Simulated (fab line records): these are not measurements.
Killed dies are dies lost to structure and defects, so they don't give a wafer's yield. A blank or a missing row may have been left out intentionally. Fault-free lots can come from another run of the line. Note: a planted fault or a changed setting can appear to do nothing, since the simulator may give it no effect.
fab line records | flow nandHarc
record lots=7 wafers=15 lastDay=25
route steps=1159 shown A_WL_FILL@816 A_CONTACT@840 END@1159
lots untouched by any fault: they come from a run of this same line in which no faults occurred
startH: the number of hours between the record's first day and the start of the first shown wafer of the lot | waitH: how many hours have passed since the lot's step before this one | " the same as in the row above | L1.1+2: a row that stands for several wafers | - value missing, or start not given | * or withheld: withheld | < > ~ a bound
route shown NAME@n: names a module that has steps shown in the file, with the first one's number in the route | usual: mean and standard deviation over wafers with no fault | same: alike in all rows | chamber/n: place in a boat | sites: each site's reading | _std_site: how widely they spread, as a standard deviation | _edge_site: mean of outer sites minus mean of inner sites | radiusMm: for every site, how far away it sits from the centre of the wafer | mask NAME#n: copy n | behind: the last tool/chamber to shape the wafer | hold: why the lot was held/for how many hours/how that ended | device: which transistor (n, p or np) failed to switch | end of line: tests run on the same wafers once the route is complete | where a step has no rows: the recipe by itself | killed: the dies lost at the first sort to structure and to defects; this is not the yield of the wafer | map: the dies of a wafer, with x for killed, . for not killed, _ for no die there
set.NAME: setting as actually run; set.NAME@STEP: the setting as run at that earlier step | model.NAME: the simulator's own value behind a step, which no gauge read
certain route steps with their lots: each step a table, each wafer a row
services: from which hour (startH, from the record's first day; less than 0 if before it) a tool's chamber was out of use, for how many hours, and why
## steps
# step NHARC_A_WL_FILL_STRIP_27
# recipe powerW=1500 tempC=250 timeS=20 chemistry=N2/H2
# usual drypumpMotorCurrentA=5.77/0.046 heaterPowerW=335/27
# columns lot.wafer tool chamber startH waitH drypumpMotorCurrentA heaterPowerW rfHoursCounterH
L343.1 plasmaAsher-01 1 342.32 0.1 5.78 309 18
L343.3 " 0 " " 5.77 371 -
L343.6 " 1 " " 5.76 316 -
L350.2 plasmaAsher-02 1 393.66 0.1 5.71 362 11
L352.3 plasmaAsher-02 1 394.62 0.1 5.75 355 -
L351.1 plasmaAsher-02 0 396.45 0.1 5.85 312 11
L357.2 plasmaAsher-01 1 423.28 0.1 5.74 316 46
L357.1 " 0 " " 5.69 368 46
L357.4 " 1 " " 5.73 319 -
L360.2 plasmaAsher-01 0 447.76 0.1 5.77 368 55
L360.1 " 1 " " 5.77 315 55
L360.4 " 0 " " 5.78 371 -
L363.2 plasmaAsher-02 0 488.70 0.1 5.86 313 45
L363.4 " 1 " " 5.71 353 -
L363.6 " 1 " " 5.72 355 -
# step NHARC_A_WL_FILL_STRIP_28
# recipe timeS=1200 tempC=72.5 chemistry=postEtchResidueRemover
# step NHARC_A_WL_FILL_PRECLEAN_06
# recipe timeS=300 chemistry=DIW
# step NHARC_A_WL_FILL_SRD_07
# step NHARC_A_WL_FILL_ANNEAL_08
# recipe tempC=450 timeS=1800
# step NHARC_A_WL_FILL_ALD_10
# recipe targetThkA=500 pulseTimeS=10 aldCycles=500 tempC=300 material=SiO2
# usual heaterPowerW=464/62 precursorPulseHeightRel=1.001/0.02
# same pulseTimeS=10
# columns lot.wafer tool chamber startH waitH heaterPowerW precursorPulseHeightRel
L343.3 aldHk-01 3 345.94 1.1 469 1.029
L343.1 " 0 " " 366 0.980
L343.6 " 1 " " 557 0.994
L351.1 aldHk-01 1 399.44 0.6 552 0.984
L350.2 aldHk-04 3 400.42 1.6 440 0.990
L352.3 aldHk-02 0 400.45 1.6 508 1.041
L357.1 aldHk-01 0 428.53 0.1 343 0.998
L357.2 " 2 429.57 1.1 390 0.991
L357.4 " 3 " " 467 0.982
L360.2 aldHk-02 2 453.10 0.1 450 0.992
L360.4 " 3 " " 544 0.950
L360.1 " 0 " " 516 1.024
L363.2 aldHk-01 1 495.15 0.1 549 0.976
L363.4 " 0 496.68 1.6 334 0.985
L363.6 " 2 497.69 2.6 396 0.986
# step NHARC_A_WL_FILL_ETCHBACK_16
# recipe targetDepthA=880 timeS=17.6 c4f8FlowSccm=withheld o2FlowSccm=8 arFlowSccm=withheld rfW=600 biasW=800 chemistry=C4F8/O2/Ar
# usual oesProductAu=0.97/0.034 rfVppV=724/4.2
# columns lot.wafer tool chamber startH waitH oesProductAu rfHoursCounterH rfVppV
L343.1 rieDiel-09 3 - - 1.01 3.1 722
L343.3 " 1 " " 0.98 4.2 720
L343.6 " 3 " " 1.01 - 722
L350.2 rieDiel-09 2 - - 0.92 6.1 720
L352.3 rieDiel-02 2 - - 0.99 6.1 730
L351.1 rieDiel-10 3 - - 0.99 1.0 723
L357.1 rieDiel-02 0 - - 1.00 7.2 725
L357.2 " 1 " " 0.98 7.8 716
L357.4 " 3 " " 0.99 7.4 727
L360.2 rieDiel-02 1 - - 0.98 10.3 716
L360.1 " 2 " " 1.02 10.3 728
L360.4 " 3 " " 1.00 9.4 728
L363.2 rieDiel-10 3 - - 0.93 2.9 725
L363.4 " 1 " " 0.92 2.7 730
L363.6 " 3 " " 0.93 - 724
# step NHARC_A_WL_FILL_STRIP_29
# recipe timeS=20 o2FlowSccm=500 arFlowSccm=0 biasW=0 chemistry=O2
# step NHARC_A_WL_FILL_ETCHBACK_17
# recipe targetDepthA=40 timeS=26.7 chemistry=Cl2/BCl3
# step NHARC_A_WL_FILL_PRECLEAN_18
# recipe timeS=30 chemistry=dHF
# step NHARC_A_WL_FILL_SRD_21
# step NHARC_A_WL_FILL_CVD_23
# recipe targetThkA=400 tempC=620 pressureMtorr=200 timeS=800 material=poly-Si
# usual spikeTcTopC=638.0/1.7
# columns lot.wafer tool chamber startH waitH spikeTcTopC
L343.1 lpcvdPoly-04 0 352.58 2.6 635.8
L343.3 " 0 " " 636.7
L343.6 " 0 " " 635.8
L350.2 lpcvdPoly-04 0 406.48 2.6 635.6
L351.1 lpcvdPoly-04 0 406.48 2.5 637.5
L352.3 lpcvdPoly-04 0 406.48 2.5 637.8
L357.1 lpcvdPoly-01 0 435.97 2.4 638.3
L357.2 " 0 " " 640.4
L357.4 " 0 " " 639.1
L360.1 lpcvdPoly-01 0 460.43 2.2 639.6
L360.2 " 0 " " 639.1
L360.4 " 0 " " 637.6
L363.2 lpcvdPoly-01 0 502.40 2.3 639.9
L363.4 " 0 " " 639.4
L363.6 " 0 " " 639.8
# step NHARC_A_WL_FILL_ETCHBACK_26
# recipe targetDepthA=520 timeS=13.3 hbrFlowSccm=150 rfW=350 icpW=350 biasW=60 chemistry=HBr
# step NHARC_A_WL_FILL_PRECLEAN_30
# recipe timeS=10 chemistry=dHF
# step NHARC_A_WL_FILL_SRD_14
# step NHARC_A_WL_FILL_ALD_19
# recipe targetThkA=20 pulseTimeS=3 aldCycles=100 tempC=450 material=TiN
# step NHARC_A_WL_FILL_CVD_20
# recipe targetThkA=750 tempC=300 pressureTorr=40 wf6FlowSccm=40 h2FlowSccm=1600 arFlowSccm=1560 timeS=5064 material=W
# step NHARC_A_WL_FILL_CMP_12
# recipe tOverpolishS=30 targetThkNm=75
# usual motorCurrentA=11.9/1.2 overpolishRunS=29.999/0.0089 slurryFilterDpKPa=13.50/0.14 timeToEndpointS=14.5/2.2
# columns lot.wafer tool chamber startH waitH motorCurrentA overpolishRunS slurryFilterDpKPa timeToEndpointS
L343.3 cmp-01 3 360.69 2.9 12.2 30.001 13.63 12.3
L343.1 " 0 " " 11.2 30.010 13.31 12.8
L343.6 " 2 " " 12.7 29.998 13.66 12.3
L350.2 cmp-01 1 414.97 4.4 9.9 30.012 13.59 13.6
L352.3 cmp-02 0 419.38 3.0 13.5 30.005 13.46 13.7
L351.1 cmp-02 3 420.05 8.0 11.8 30.004 13.96 10.8
L357.2 cmp-01 2 444.07 3.6 11.9 30.016 13.70 15.9
L357.1 " 3 " " 11.8 29.996 13.86 16.0
L357.4 " 1 " " 9.5 29.998 13.41 17.1
L360.1 cmp-01 1 468.93 4.3 9.7 29.985 13.53 17.6
L360.2 " 2 " " 11.9 30.000 13.60 10.3
L360.4 " 3 " " 12.3 30.010 13.41 14.2
L363.4 cmp-01 1 513.21 2.9 9.5 30.007 13.33 13.8
L363.2 " 2 " " 12.5 30.009 13.47 13.7
L363.6 " 0 " " 11.1 30.008 13.32 15.8
# step NHARC_A_WL_FILL_SRD_31
# step NHARC_A_CONTACT_DEP_24
# recipe targetThkA=5000 tempC=400 pressureTorr=6.5 rfW=900 teosFlowSccm=161.4 flowSccm=2650 targetThkNm=500 gas=O2 material=SiO2
# step NHARC_A_CONTACT_DEP_28
# recipe targetThkA=36000 tempC=400 material=aC
# usual throttleValvePct=35.001/0.01
# columns lot.wafer tool chamber startH waitH throttleValvePct
L343.1 aclDep-01 0 363.79 2.0 35.021
L343.3 " 0 " " 35.003
L343.6 " 0 365.61 3.9 34.996
L350.2 aclDep-02 0 417.63 1.6 34.999
L352.3 aclDep-01 0 421.24 0.8 34.991
L351.1 aclDep-02 0 422.44 1.4 35.014
L357.1 aclDep-02 0 445.43 0.1 35.018
L357.2 " 0 " " 34.985
L357.4 " 0 " " 34.995
L360.1 aclDep-02 0 470.29 0.3 35.016
L360.2 " 0 " " 35.009
L360.4 " 0 " " 35.014
L363.2 aclDep-02 0 514.66 0.4 35.002
L363.4 " 0 " " 34.984
L363.6 " 0 " " 34.983
# step NHARC_A_CONTACT_DEP_29
# recipe targetThkA=700 targetThkNm=70 tempC=400 pressureTorr=3.5 flowSccm=200 rfW=350 material=SiON
# step NHARC_A_CONTACT_DEHYDRATE_32
# recipe tempC=150 timeS=120
# step NHARC_A_CONTACT_HMDS_33
# recipe timeS=30
# step NHARC_A_CONTACT_COAT_34
# recipe tempC=260 timeS=75
# step NHARC_A_CONTACT_COAT_35
# recipe tempC=225 timeS=65
# step NHARC_A_CONTACT_COAT_36
# recipe spinRpm=1500 resistThkNm=90
# step NHARC_A_CONTACT_SOFTBAKE_37
# recipe tempC=105 timeS=55
# step NHARC_A_CONTACT_EBR_38
# step NHARC_A_CONTACT_EXPOSE_39
# recipe na=1.35 sigmaOuter=0.8 doseMj=58.79 maskId=A_CC_3
# step NHARC_A_CONTACT_PEB_40
# recipe pebTempC=100 pebTimeS=65
# step NHARC_A_CONTACT_DEVELOP_41
# recipe developTimeS=35 devTempC=23
# step NHARC_A_CONTACT_CD_MEAS_42
# recipe targetCdNm=200 landingEnergyEv=500
# usual cdNm=200.5/0.63
# columns lot.wafer tool chamber startH waitH cdNm
L343.1 cdSem-03 0 366.72 - 201.3
L343.3 " 0 " " 201.5
L343.6 " 0 " " 200.1
L350.2 cdSem-03 0 420.18 - 200.1
L352.3 cdSem-01 0 423.46 - 200.6
L351.1 cdSem-03 0 425.28 - 201.4
L357.1 cdSem-01 0 448.25 - 200.3
L357.2 " 0 " " 200.0
L357.4 " 0 " " 199.2
L360.1 cdSem-03 0 473.23 - 199.7
L360.2 " 0 " " 200.7
L360.4 " 0 " " 200.2
L363.2 cdSem-03 0 517.31 - 200.2
L363.4 " 0 " " 200.5
L363.6 " 0 " " 199.4
# step NHARC_A_CONTACT_OVL_MEAS_43
# usual overlayXNm=0.1/0.97 overlayYNm=0.0/0.89
# columns lot.wafer tool chamber startH waitH overlayXNm overlayYNm
L343.1 overlay-01 - 366.81 - 0.3 0.1
L343.3 " - " " 0.0 0.5
L343.6 " - " " -0.6 0.5
L350.2 overlay-02 - 420.27 - 0.0 -1.5
L352.3 overlay-02 - 423.54 - 0.7 0.5
L351.1 overlay-01 - 425.37 - 0.2 -0.6
L357.1 overlay-01 - 448.33 - 1.4 -0.1
L357.2 " - " " 1.4 -0.1
L357.4 " - " " 0.9 0.0
L360.1 overlay-01 - 473.32 - 1.2 1.0
L360.2 " - " " 0.6 0.8
L360.4 " - " " 0.8 1.2
L363.2 overlay-02 - 517.39 - -0.7 0.1
L363.4 " - " " -0.9 0.3
L363.6 " - " " -0.8 0.8
# step NHARC_A_CONTACT_DESCUM_47
# recipe timeS=3 o2FlowSccm=200 arFlowSccm=0 biasPowerW=0 chemistry=O2
# step NHARC_END_SORT_01
# recipe tempC=25
# usual killedAtArray=28/11 killedAtOther=0.7/1.1 killedAtPeriphery=2.9/2 killedDies=32/11 killedOpen=3.2/1.8 killedShort=2.0/1.4
# same grossDies=677
# columns lot.wafer tool chamber startH waitH killedAtArray killedAtOther killedAtPeriphery killedDies killedOpen killedShort
L343.1 prober-01 0 451.11 2.5 23 0 0 23 0 2
L343.3 prober-01 0 452.72 3.1 40 0 2 42 4 4
L343.6 prober-01 0 455.12 4.0 31 0 2 33 6 3
L350.2 prober-02 0 493.27 2.8 127 0 2 129 1 1
L352.3 prober-01 0 494.05 3.1 128 0 3 131 4 3
L351.1 prober-01 0 500.27 2.5 162 0 3 165 1 5
# killed by level:class
L343.1 A_CHANNEL_HOLE_D1:chamberFilmFlake=7 A_SLIT:chamberFilmFlake=6 A_CONTACT:chamberFilmFlake=4 A_STAIRCASE:chamberFilmFlake=2 A_WL_FILL:chamberFilmFlake=2 A_ONON_D1:geometricParticle:short=1 A_SGD_CUT:geometricParticle:short=1
L343.3 A_CHANNEL_HOLE_D1:chamberFilmFlake=14 A_SLIT:chamberFilmFlake=9 A_WL_FILL:chamberFilmFlake=5 A_M0:geometricParticle:open=3 A_STAIRCASE:chamberFilmFlake=3 P_CONTACT:geometricParticle:open=1 A_CHANNEL_HOLE_D1:geometricParticle:short=1 A_CHANNEL_FILL_D1:geometricParticle:short=1
L343.6 A_CHANNEL_HOLE_D1:chamberFilmFlake=11 A_STAIRCASE:chamberFilmFlake=5 A_SLIT:chamberFilmFlake=4 A_WL_FILL:geometricParticle:open=2 A_M0:geometricParticle:open=2 A_CONTACT:chamberFilmFlake=2 P_CONTACT:geometricParticle:short=1 P_M0:geometricParticle:short=1
L350.2 A_SLIT:unspecified=109 A_CHANNEL_HOLE_D1:chamberFilmFlake=15 P_GATE:geometricParticle:short=1 A_CHANNEL_FILL_D1:geometricParticle:open=1 P_GATE:chamberFilmFlake=1 A_STAIRCASE:chamberFilmFlake=1 A_WL_FILL:chamberFilmFlake=1
L352.3 A_SLIT:unspecified=106 A_SLIT:chamberFilmFlake=9 A_CHANNEL_HOLE_D1:chamberFilmFlake=3 A_CONTACT:chamberFilmFlake=2 P_M0:geometricParticle:open=1 A_ONON_D1:geometricParticle:open=1 A_CHANNEL_HOLE_D1:geometricParticle:short=1 A_WL_FILL:geometricParticle:short=1
L351.1 A_SLIT:unspecified=103 A_CHANNEL_HOLE_D1:chamberFilmFlake=16 A_CONTACT:chamberFilmFlake=15 A_SLIT:chamberFilmFlake=14 A_STAIRCASE:chamberFilmFlake=9 P_GATE:geometricParticle:short=1 P_GATE:geometricParticle:open=1 P_M0:geometricParticle:short=1
# map L350.2 (x killed, . not)
____________.____________
_________......._________
_______.....x....._______
______.............______
_____..............._____
____.................____
____.................____
___x..................___
___...................___
__.....................__
__..............x......__
_...............x..x...._
_.....x...x...xxxxx....._
_............xxxxxxxx..._
_..........x.xxxxxxxx..._
_............xxxxxxx...._
............xxxxxxxxx....
.........x..xxxxxxxxx....
...........xxxxxxxxxxx...
............xxxxxxxxx....
............xxxxxxxxxx...
_............xxxxxxx.x.._
_.............xxxxxxx..._
_...........x.xxxxxx...._
_........xx....x.x.x...._
_..........x..xx........_
__.....................__
__x........xx......x...__
___..........xx.......___
___......x..xx........___
____........x........____
____.....xxx.........____
_____..............._____
______...x.........______
_______..........._______
_________......._________
____________.____________
# map L351.1 (x killed, . not)
____________.____________
_________......._________
_______..........._______
______.............______
_____..............._____
____...........xx..x.____
____.........x.......____
___...................___
___x.............x....___
__..............x......__
__.............x.x.....__
_...............xxx....._
_........x....xxxxxxx..._
_...x.x..x..xxxxxxxx...._
_............xxxxxxx...._
_.......x....xxxxxxxx..._
..x.......x.xxxxxxxxx...x
............xxxxxxxxx....
...........xxxxxxxxxxx...
....x.......xxxxxxxxxx...
...x........xxxxxxxxx....
_............xxxxxxxx..._
_.....x.....xxxxxxxx...._
_.x.........x.xxxxxx...._
_..............xxxx....._
_......................._
__........xx.x.........__
__........x.x.....x....__
___.....xxxxx..x..xxx.___
___..x.....xxxx..x..x.___
____.....xxx.....x.x.____
____.........x...xx..____
_____.........x....._____
______......x....x.______
_______x.........x_______
_________.....x._________
____________.____________
## services
# columns tool chamber startH hours kind
rieDiel-02 - 327.70 9.0 pm
rieDiel-09 - 329.72 0.4 repair
plasmaAsher-01 - 336.53 1.8 repair
rieDiel-09 0 342.52 5.1 repair
rieDiel-02 1 344.12 2.8 repair
aclDep-02 - 350.88 13.0 pm
rieDiel-10 - 353.50 9.0 pm
plasmaAsher-02 - 360.67 9.0 pm
rieDiel-09 0 372.51 3.0 repair
rieDiel-10 0 372.66 6.3 repair
cmp-01 - 375.50 4.0 pm
plasmaAsher-01 - 381.93 6.6 repair
rieDiel-09 - 390.25 0.7 repair
rieDiel-02 - 392.10 1.8 repair
rieDiel-10 - 392.80 0.1 repair
cmp-01 - 422.37 7.6 repair
lpcvdPoly-01 - 423.52 3.7 repair
plasmaAsher-01 - 453.36 9.0 pm
cmp-01 - 455.11 1.2 repair
aldHk-01 - 469.13 1.0 repair
cmp-01 - 473.50 4.0 pm
plasmaAsher-01 - 483.68 0.7 repair
aldHk-01 - 488.98 0.7 repair
rieDiel-02 - 504.70 9.0 pm
## key
firstSign step=NHARC_END_SORT_01 reading=killedAtArray direction=up sigmas=10 usual=28 struck=139
effect step=NHARC_END_SORT_01 reading=killedDies direction=up sigmas=9.6 usual=32 struck=142
metAt NHARC_A_WL_FILL_CVD_23
struckWafers L350.2,L351.1,L352.3
testerLeftOut L350,L351,L352
onsetBetween 352.58 406.48
earlierFault kind=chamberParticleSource tool=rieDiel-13 chamber=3 onsetH=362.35 steps=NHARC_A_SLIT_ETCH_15 ratePerVisitCm2=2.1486 endH=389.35
fault kind=processParameterDrift tool=lpcvdPoly-04 chamber=- onsetH=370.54 steps=NHARC_A_WL_FILL_CVD_23 channel=targetThkA offset=* shape=step endH=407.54 actsIn=* stated=*
# testerLeftOut: of these lots the tester's yield and bins aren't shown, on N5 and GAA mostly nor the transistor test; their killed dies are dies lost to structure and defects alone, not to doping, threshold or leakage, so they don't give the yield
